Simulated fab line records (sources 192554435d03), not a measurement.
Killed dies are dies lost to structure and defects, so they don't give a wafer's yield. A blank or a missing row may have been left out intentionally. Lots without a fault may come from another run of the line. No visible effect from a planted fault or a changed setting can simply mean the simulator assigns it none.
Lot-split experiment :: flow n5 finfet :: on a route of 1938 steps: 7 lots, 21 wafers read

## THE SPLIT
At N5_FIN_SAQP_PECVD_06 (deposits a-Si from SiH4/He, target thk 60 nm, time 48.1 s), the setting time s was moved away from the recipe's 48.1 s on 4 of the 21 wafers read, by +6.6% to +14.4%. The other wafers ran this setting at the recipe's value.

The reading comes from the split's own step.

## THE READING
a-Si_of_FIN_SAQP_PECVD_06.thk nm (the simulator's own value, which no gauge read), in nm, at N5_FIN_SAQP_PECVD_06 (deposits a-Si from SiH4/He, target thk 60 nm, time 48.1 s). The file gives no usual value for it. Average 60.07 nm, standard deviation 0.62 nm, over the 17 wafers here run with the recipe.

wafer: L075.3
tool, chamber at the split: pecvd-02, 1
time s as run, s: 48.1
against the recipe: recipe
a-Si_of_FIN_SAQP_PECVD_06.thk nm, nm: 59.33
against lot-mates on the recipe: -

wafer: L075.4
tool, chamber at the split: pecvd-02, 0
time s as run, s: 48.1
against the recipe: recipe
a-Si_of_FIN_SAQP_PECVD_06.thk nm, nm: 60.43
against lot-mates on the recipe: -

wafer: L075.5
tool, chamber at the split: pecvd-02, 2
time s as run, s: 54.95
against the recipe: +14.2%
a-Si_of_FIN_SAQP_PECVD_06.thk nm, nm: 69.19
against lot-mates on the recipe: +9.31

wafer: L080.2
tool, chamber at the split: pecvd-02, 2
time s as run, s: 48.1
against the recipe: recipe
a-Si_of_FIN_SAQP_PECVD_06.thk nm, nm: 59.66
against lot-mates on the recipe: -

wafer: L080.4
tool, chamber at the split: pecvd-02, 1
time s as run, s: 48.1
against the recipe: recipe
a-Si_of_FIN_SAQP_PECVD_06.thk nm, nm: 60.22
against lot-mates on the recipe: -

wafer: L080.5
tool, chamber at the split: pecvd-02, 2
time s as run, s: 48.1
against the recipe: recipe
a-Si_of_FIN_SAQP_PECVD_06.thk nm, nm: 60.62
against lot-mates on the recipe: -

wafer: L082.1
tool, chamber at the split: pecvd-01, 0
time s as run, s: 48.1
against the recipe: recipe
a-Si_of_FIN_SAQP_PECVD_06.thk nm, nm: 59.76
against lot-mates on the recipe: -

wafer: L082.3
tool, chamber at the split: pecvd-01, 1
time s as run, s: 48.1
against the recipe: recipe
a-Si_of_FIN_SAQP_PECVD_06.thk nm, nm: 59.66
against lot-mates on the recipe: -

wafer: L082.4
tool, chamber at the split: pecvd-01, 2
time s as run, s: 48.1
against the recipe: recipe
a-Si_of_FIN_SAQP_PECVD_06.thk nm, nm: 61.5
against lot-mates on the recipe: -

wafer: L086.4
tool, chamber at the split: pecvd-01, 1
time s as run, s: 55.04
against the recipe: +14.4%
a-Si_of_FIN_SAQP_PECVD_06.thk nm, nm: 68.3
against lot-mates on the recipe: +7.93

wafer: L086.5
tool, chamber at the split: pecvd-01, 0
time s as run, s: 55.04
against the recipe: +14.4%
a-Si_of_FIN_SAQP_PECVD_06.thk nm, nm: 69.29
against lot-mates on the recipe: +8.92

wafer: L086.6
tool, chamber at the split: pecvd-01, 2
time s as run, s: 48.1
against the recipe: recipe
a-Si_of_FIN_SAQP_PECVD_06.thk nm, nm: 60.37
against lot-mates on the recipe: -

wafer: L092.2
tool, chamber at the split: pecvd-02, 1
time s as run, s: 48.1
against the recipe: recipe
a-Si_of_FIN_SAQP_PECVD_06.thk nm, nm: 59.31
against lot-mates on the recipe: -

wafer: L092.4
tool, chamber at the split: pecvd-02, 2
time s as run, s: 48.1
against the recipe: recipe
a-Si_of_FIN_SAQP_PECVD_06.thk nm, nm: 60.16
against lot-mates on the recipe: -

wafer: L092.5
tool, chamber at the split: pecvd-02, 0
time s as run, s: 48.1
against the recipe: recipe
a-Si_of_FIN_SAQP_PECVD_06.thk nm, nm: 59.63
against lot-mates on the recipe: -

wafer: L096.3
tool, chamber at the split: pecvd-03, 1
time s as run, s: 48.1
against the recipe: recipe
a-Si_of_FIN_SAQP_PECVD_06.thk nm, nm: 59.31
against lot-mates on the recipe: -

wafer: L096.4
tool, chamber at the split: pecvd-03, 2
time s as run, s: 48.1
against the recipe: recipe
a-Si_of_FIN_SAQP_PECVD_06.thk nm, nm: 60.45
against lot-mates on the recipe: -

wafer: L096.5
tool, chamber at the split: pecvd-03, 1
time s as run, s: 48.1
against the recipe: recipe
a-Si_of_FIN_SAQP_PECVD_06.thk nm, nm: 60.56
against lot-mates on the recipe: -

wafer: L097.1
tool, chamber at the split: pecvd-01, 1
time s as run, s: 48.1
against the recipe: recipe
a-Si_of_FIN_SAQP_PECVD_06.thk nm, nm: 59.33
against lot-mates on the recipe: -

wafer: L097.3
tool, chamber at the split: pecvd-01, 0
time s as run, s: 51.28
against the recipe: +6.6%
a-Si_of_FIN_SAQP_PECVD_06.thk nm, nm: 64.22
against lot-mates on the recipe: +4.10

wafer: L097.5
tool, chamber at the split: pecvd-01, 2
time s as run, s: 48.1
against the recipe: recipe
a-Si_of_FIN_SAQP_PECVD_06.thk nm, nm: 60.91
against lot-mates on the recipe: -

THE FIT
A straight line over all 21 wafers: a-Si_of_FIN_SAQP_PECVD_06.thk nm changes by +0.617 nm for each +1% of time s; r = +0.98; the points scatter about the line by 0.62 nm.
The same after taking each lot's own level away (the mean of its wafers on the recipe; 21 wafers): +0.607 nm for each +1%; r = +0.98; scatter 0.6 nm.
That fit puts the effect of the largest move of time s on the reading at 8.8 nm.
Across the lots, their own levels run from 59.700 to 60.370 nm, a range of 1.1 times the standard deviation given above.
So the lot-to-lot level changes the slope little: the two slopes agree.
Check: for one of the wafers moved furthest among these (+14.4%), held out of the fit, the line's prediction against its lot-mates is +9.15 nm. It came out at +7.93 nm against them.

## OTHER SPLITS ON THESE WAFERS
Note: prior to the reading, these wafers also went through further splits. Each is held against what the fit with the lots' levels taken away leaves over:
other split on the same wafers: N5_WELL_APT_EXPOSE_05 dose mj
wafers away from the commonest value: 9
r with a-Si_of_FIN_SAQP_PECVD_06.thk nm (lot level and that fit taken away): +0.27

other split on the same wafers: N5_WELL_APT_DEVELOP_07 develop time s
wafers away from the commonest value: 6
r with a-Si_of_FIN_SAQP_PECVD_06.thk nm (lot level and that fit taken away): +0.29

other split on the same wafers: N5_FIN_SAQP_HM_DEP_03 time s
wafers away from the commonest value: 12
r with a-Si_of_FIN_SAQP_PECVD_06.thk nm (lot level and that fit taken away): -0.08

## THE WHOLE CHAIN: every reading that the file lists as answering this split, in the file's order
step: N5_FIN_SAQP_PECVD_06
what it does: deposits a-Si from SiH4/He, target thk 60 nm, time 48.1 s
reading: a-Si_of_FIN_SAQP_PECVD_06.thk nm (the simulator's own value, which no gauge read)
change (the file's fit): +0.619 nm for each +1% of the setting
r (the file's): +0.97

step: N5_FIN_SAQP_THK_MEAS_07
what it does: 
reading: thk nm
change (the file's fit): withheld for each +1% of the setting
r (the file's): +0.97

## FILE'S OWN FIT
a-Si_of_FIN_SAQP_PECVD_06.thk nm changes by +0.619 nm for each +1% of time s, r = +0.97.
